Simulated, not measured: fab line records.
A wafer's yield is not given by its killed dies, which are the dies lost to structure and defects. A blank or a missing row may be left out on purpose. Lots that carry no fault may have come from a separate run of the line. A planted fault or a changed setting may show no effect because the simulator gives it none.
Problem report in the 8D (eight disciplines) form, filled by code :: flow n5 finfet :: the parts of the form that need people (team, actions taken, sign-off) are left out

== 1. PROBLEM STATEMENT ==
Wafers free of any fault read 54.1 nm (standard deviation 0.48) for HMC_CMP_THK at N5_PMOS_HMC_CHANNEL_EPI_THK_MEAS_22, against a mean of 58.7 nm on 3 wafers of 2 lots. That is +9.5 standard deviations from the usual mean.
Earliest sighting: wafer L520.3 on film metro-01 at day 4 08:11. At this step, 11 wafers from 4 lots have a number in the record. Rule for "out" (also "out of limits"): further than 4 standard deviations from the usual mean. Any other wafer with a number is counted as sound.

== 2. WHAT IT IS, WHAT IT ISN'T ==
question: which readings at this step
is: HMC_CMP_THK
is not: -

question: which lots
is: L520, L521
is not: L511, L533

question: which wafers of those lots
is: L520.3, L520.5, L521.5
is not: L521.1, L521.6

question: read on which gauges
is: film metro-01
is not: -

question: when
is: from day 4 08:11
is not: up to then (3 sound wafers); but 5 sound wafers of L521, L533 came after

== 3. THE SUSPECTS, EACH WITH WHAT RULES IT OUT ==
Counting: any tool at a process step up to the reading remains a suspect provided it ran every lot that is out. Sound lots after the first of them don't rule it out here, since some wafers of a struck lot are sound.
- ruled out: the gauge at N5_PMOS_HMC_CHANNEL_EPI_THK_MEAS_22. All the wafers that are out were read on film metro-01, but those of them that N5_BEOL_M4_RC_MEAS_101 has rows for are out there too, on other tools.
- rie si-02 at N5_PMOS_HMC_CHANNEL_EPI_FIN_RECESS_16 (chemistry HBr/Cl2, target Si, target depth 54 nm, time 18 s): kept. It ran every lot that is out, first L520 (day 4 06:23); its last sound lot up to then is L511 (day 2 00:31).
Left after counting: rie si-02 at N5_PMOS_HMC_CHANNEL_EPI_FIN_RECESS_16.

== 4. THE CAUSE (what the simulator had put in) ==
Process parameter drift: rie si-02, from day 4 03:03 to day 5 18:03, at N5_PMOS_HMC_CHANNEL_EPI_FIN_RECESS_16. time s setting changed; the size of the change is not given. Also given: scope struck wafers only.
Counting left only this tool.

== 5. SEQUENCE OF EFFECTS, ordered by route ==
Rows list readings where the struck wafers' mean (over those with a number) sits beyond 3 standard deviations from the usual. Only readings for which the record gives a usual standard deviation are gone through. hours: the time from each lot's start at the first step in this table that gives one to its start at this step, as a median over the lots. sigmas: the change in usual standard deviations.
hours: 0
step: N5_PMOS_HMC_CHANNEL_EPI_THK_MEAS_22
reading: HMC_CMP_THK
usual: 54.1 nm
on struck wafers: 58.7
change: +4.6
sigmas: +9.5

hours: 151
step: N5_BEOL_M4_RC_MEAS_101
reading: CJ_P
usual: 5.80
on struck wafers: 4.20
change: -1.60
sigmas: -16

hours: 151
step: N5_BEOL_M4_RC_MEAS_101
reading: IOFF_P
usual: 0.216 nA/um
on struck wafers: 0.319
change: +0.103
sigmas: +4.0

hours: 151
step: N5_BEOL_M4_RC_MEAS_101
reading: IOFF_P_85C
usual: 3.7 nA/um
on struck wafers: 5.1
change: +1.4
sigmas: +3.8

== 6. HOW IT WOULD HAVE BEEN CAUGHT EARLIER ==
In this record the first reading out of limits at a measuring or inspecting step was taken at day 4 08:11, 5 hours after the fault began at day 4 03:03.
Of the tool readings at N5_PMOS_HMC_CHANNEL_EPI_FIN_RECESS_16 for which the record gives a usual standard deviation, none was out on any struck wafer, so an alarm limit of 4 standard deviations on them would not have fired.
Lots out: 2; of these, L521 started N5_PMOS_HMC_CHANNEL_EPI_FIN_RECESS_16 on rie si-02 after day 4 08:11. A tool hold placed at that time would have kept it from harm.
